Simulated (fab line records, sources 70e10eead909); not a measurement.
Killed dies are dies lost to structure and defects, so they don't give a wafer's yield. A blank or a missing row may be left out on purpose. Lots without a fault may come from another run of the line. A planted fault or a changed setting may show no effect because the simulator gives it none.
A struck lot beside a sound one | flow nand_harc | 13 steps out of a route of 1159
Sound: wafers L713.1, L713.5, L713.6. Struck: wafers L704.3, L704.4, L704.6. The cause comes at the end.
At each step with rows: each side's tool, then ch and its chambers, then its first start. Under that, the readings that differ: sound wafers | struck wafers | difference of the means | sigmas: that difference in standard deviations of wafers without a fault.
alike: readings whose means differ by less than 2 such deviations, and words and numbers that are the same on both sides. not compared: withheld readings, readings that some wafer has no value for, bounds like >300 that may hide the same value, and numbers for which the record gives no deviation and whose values overlap.
The two part at a step that has a row with sigmas, a row that says differs or no value, or rows on one side only. Numbers that don't overlap but have no deviation are shown without sigmas and don't part them. A reading that every wafer of one side lacks parts them only if that side has two wafers or more.

NHARC_A_M0_PRE_CLEAN_29: time 30 s.
  sound on pvd_sputter-03; struck on pvd_sputter-02
  alike: heater_power_w
then, 1 step without rows for these wafers: NHARC_A_M0_PVD_20 (deposits TaN, target thk 5 nm, time 8.06 s).
NHARC_A_M0_PVD_21: deposits Cu, target thk 30 nm, time 20.49 s.
  sound on pvd_sputter-03; struck on pvd_sputter-02
  alike: throttle_valve_pct
then, 1 step without rows for these wafers: NHARC_A_M0_ECD_22 (material Cu, target thk 400 nm).
NHARC_A_M0_ANNEAL_30: time 90 s.
  sound on rtp_anneal-02 ch 0, day 21 18:00; struck on rtp_anneal-01 ch 0, day 19 19:59
  alike: wafer_temp_C_max
NHARC_A_M0_CMP_23: polishes, t overpolish 20 s, target thk 113.75 nm.
  sound on cmp-03 ch 0,1,3, day 21 18:26; struck on cmp-02 ch 1,2,3, day 19 20:17
  alike: motor_current_A, time_to_endpoint_s
NHARC_A_M0_THK_MEAS_24: measures by xrf.
  sound on film_metro-01, day 21 18:40; struck on film_metro-01, day 19 20:32
  alike: thk_nm
then, 1 step without rows for these wafers: NHARC_A_M0_SRD_25.
NHARC_A_M0_INSPECT_27:
  sound on defect_inspect-02, day 21 18:49; struck on defect_inspect-01, day 19 20:42
  alike: raw_defect_count
then, 1 step without rows for these wafers: NHARC_A_M0_PRE_CLEAN_31 (time 12 s).
NHARC_A_M0_DEP_32: deposits SiCN, target thk 30 nm.
  sound on pecvd-02 ch 0,1,2, day 21 19:01; struck on pecvd-01 ch 1,2, day 19 21:01
  alike: chamber_pressure_Torr, heater_power_outer_w, heater_power_w
NHARC_A_M1_DEP_00: deposits SiOC, target thk 182.5 nm.
  sound on pecvd-02 ch 0,1, day 21 19:24; struck on pecvd-01 ch 1,2, day 19 21:32
  no value came back on the struck wafers for chamber_pressure_Torr (Torr), rf_fwd_power_W (W); on the sound wafers chamber_pressure_Torr (Torr) reads 5.008 5.003 5.019
then, 1 step without rows for these wafers: NHARC_A_M1_DEHYDRATE_01 (time 120 s).

WHERE THEY PART
Only at NHARC_A_M1_DEP_00, within this record.

WHY: what the simulator had put in
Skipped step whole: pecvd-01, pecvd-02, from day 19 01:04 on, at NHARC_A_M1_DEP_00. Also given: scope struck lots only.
